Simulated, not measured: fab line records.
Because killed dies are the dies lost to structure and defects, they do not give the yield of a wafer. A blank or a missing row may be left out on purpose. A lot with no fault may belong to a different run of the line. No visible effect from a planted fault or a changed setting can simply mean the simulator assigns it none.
Which tool did it? | flow nandHarc | Sampling: 14 lots, 42 wafers, 4 of 1159 route steps

== WHAT THE GAUGES READ, wafer by wafer ==
NHARC_END_SORT_01. Usual: killedAtArray 29, standard deviation 9.4; killedAtOther 0.7, standard deviation 1.3; killedAtPeriphery 2.9, standard deviation 2.1; killedDies 32, standard deviation 9; killedOpen 3.3, standard deviation 1.8; killedShort 1.9, standard deviation 1.4.
lot  | measured     | on        | killedAtArray | killedAtOther | killedAtPeriphery | killedDies | killedOpen | killedShort | flag
L750 | day 24 11:31 | prober-02 | 81 88 89      | 0 0 1         | 1 2 2             | 82 90 92   | 1 3 2      | 2 3 2       | OFF
L753 | day 24 20:14 | prober-01 | 96 88 101     | 0 0 0         | 2 5 2             | 98 93 103  | 2 7 3      | 1 1 2       | OFF

== WHICH TOOL RAN EACH LOT (tool, then ch and the chambers of the sampled wafers, then the start) ==
lot  | NHARC_A_ONON_D1_DEP_16          | NHARC_THIN_TSV_STRIP_45             | NHARC_THIN_TSV_ANNEAL_52
L732 | pecvdOnon-02 ch 0, day 7 18:38  | plasmaAsher-01 ch 0,1, day 19 15:16 | rtpAnneal-01 ch 0, day 19 18:23
L733 | pecvdOnon-02 ch 0, day 8 19:43  | plasmaAsher-02 ch 0,1, day 20 00:02 | rtpAnneal-02 ch 0, day 20 03:02
L736 | pecvdOnon-04 ch 0, day 8 19:59  | plasmaAsher-02 ch 0,1, day 20 00:49 | rtpAnneal-01 ch 0, day 20 03:44
L738 | pecvdOnon-02 ch 0, day 9 11:36  | plasmaAsher-01 ch 0,1, day 21 01:47 | rtpAnneal-01 ch 0, day 21 04:42
L741 | pecvdOnon-02 ch 0, day 10 08:01 | plasmaAsher-01 ch 0, day 21 10:05   | rtpAnneal-01 ch 0, day 21 13:05
L742 | pecvdOnon-01 ch 0, day 11 01:13 | plasmaAsher-01 ch 0,1, day 21 08:51 | rtpAnneal-01 ch 0, day 21 11:47
L744 | pecvdOnon-02 ch 0, day 11 01:17 | plasmaAsher-02 ch 0,1, day 21 18:53 | rtpAnneal-02 ch 0, day 21 21:56
L745 | pecvdOnon-01 ch 0, day 11 01:44 | plasmaAsher-02 ch 0,1, day 21 16:05 | rtpAnneal-02 ch 0, day 21 19:08
L743 | pecvdOnon-04 ch 0, day 11 14:32 | plasmaAsher-02 ch 1, day 21 17:14   | rtpAnneal-01 ch 0, day 21 20:18
L747 | pecvdOnon-02 ch 0, day 11 14:50 | plasmaAsher-01 ch 0,1, day 22 19:29 | rtpAnneal-01 ch 0, day 22 22:31
L748 | pecvdOnon-01 ch 0, day 11 23:23 | plasmaAsher-01 ch 0,1, day 23 09:40 | rtpAnneal-02 ch 0, day 23 12:36
L750 | pecvdOnon-02 ch 0, day 12 10:10 | plasmaAsher-01 ch 0,1, day 23 10:14 | rtpAnneal-02 ch 0, day 23 13:30
L751 | pecvdOnon-01 ch 0, day 12 10:13 | plasmaAsher-02 ch 0,1, day 23 06:49 | rtpAnneal-01 ch 0, day 23 09:49
L753 | pecvdOnon-02 ch 0, day 13 03:26 | plasmaAsher-02 ch 0,1, day 23 22:49 | rtpAnneal-01 ch 0, day 24 01:55
- NHARC_A_ONON_D1_DEP_16: target thk 1000 nm.
- NHARC_THIN_TSV_STRIP_45: strips in O2.
- NHARC_THIN_TSV_ANNEAL_52: time 90 s.

== WHAT THE TOOLS THEMSELVES READ (means of the sampled wafers that have a number; where no wafer has one, the mark that the record gives instead) ==
NHARC_THIN_TSV_STRIP_45. Usual: drypumpMotorCurrentA 5.89 A, standard deviation 0.25; heaterPowerW 298 W, standard deviation 9.8.
lot  | tool           | drypumpMotorCurrentA (A) | heaterPowerW (W) | flag
L732 | plasmaAsher-01 | 5.81                     | 305              | 
L733 | plasmaAsher-02 | 6.11                     | 301              | 
L736 | plasmaAsher-02 | 5.99                     | 310              | 
L738 | plasmaAsher-01 | 5.82                     | 292              | 
L741 | plasmaAsher-01 | 5.96                     | 284              | 
L742 | plasmaAsher-01 | 5.68                     | 296              | 
L744 | plasmaAsher-02 | 6.00                     | 301              | 
L745 | plasmaAsher-02 | 6.12                     | 300              | 
L743 | plasmaAsher-02 | 6.23                     | 297              | 
L747 | plasmaAsher-01 | 5.82                     | 294              | 
L748 | plasmaAsher-01 | 5.83                     | 294              | 
L750 | plasmaAsher-01 | 5.83                     | 290              | 
L751 | plasmaAsher-02 | 6.12                     | 299              | 
L753 | plasmaAsher-02 | 6.12                     | 300              | 

NHARC_THIN_TSV_ANNEAL_52. Usual: wafer_temp_C_max at 225.74, with a standard deviation of 0.28.
lot  | tool         | wafer_temp_C_max | flag
L732 | rtpAnneal-01 | 225.96           | 
L733 | rtpAnneal-02 | 225.62           | 
L736 | rtpAnneal-01 | 225.96           | 
L738 | rtpAnneal-01 | 226.28           | 
L741 | rtpAnneal-01 | 225.99           | 
L742 | rtpAnneal-01 | 225.87           | 
L744 | rtpAnneal-02 | 225.77           | 
L745 | rtpAnneal-02 | 225.63           | 
L743 | rtpAnneal-01 | 225.94           | 
L747 | rtpAnneal-01 | 225.77           | 
L748 | rtpAnneal-02 | 225.49           | 
L750 | rtpAnneal-02 | 225.41           | 
L751 | rtpAnneal-01 | 225.91           | 
L753 | rtpAnneal-01 | 225.84           | 

== THE ANSWER, worked out from the rows above alone ==
Rule: a lot is off if the mean of its wafers that have a number lies more than 3 standard deviations from the usual mean. Also off: a lot with no number at a reading for which 4 or more lots have one. Where the step has rows for the other lots, those lots are counted as sound. First the gauges in route order, then the tools' own readings, where a lot's mean is used as printed above. The first step at which some lot is off is used, and at that step the reading that is off furthest; a lot without a number counts as furthest.
Off, at NHARC_END_SORT_01 on killedDies: L750, L753. Neither off nor sound, because the step has no rows for them: L732, L733, L736, L738, L741, L742, L744, L745, L743, L747, L748, L751.
A tool fits if, at a process step before that reading, it ran every lot that is off, and no sound lot after the first of them. Gauges at NHARC_END_SORT_01: tried the same way as those tools. One fits: NHARC_A_ONON_D1_DEP_16 on pecvdOnon-02. It ran no sound lot before its first lot that is off in this sample, so the start can't be narrowed down.

== WHAT THE SIMULATOR HAD INSERTED ==
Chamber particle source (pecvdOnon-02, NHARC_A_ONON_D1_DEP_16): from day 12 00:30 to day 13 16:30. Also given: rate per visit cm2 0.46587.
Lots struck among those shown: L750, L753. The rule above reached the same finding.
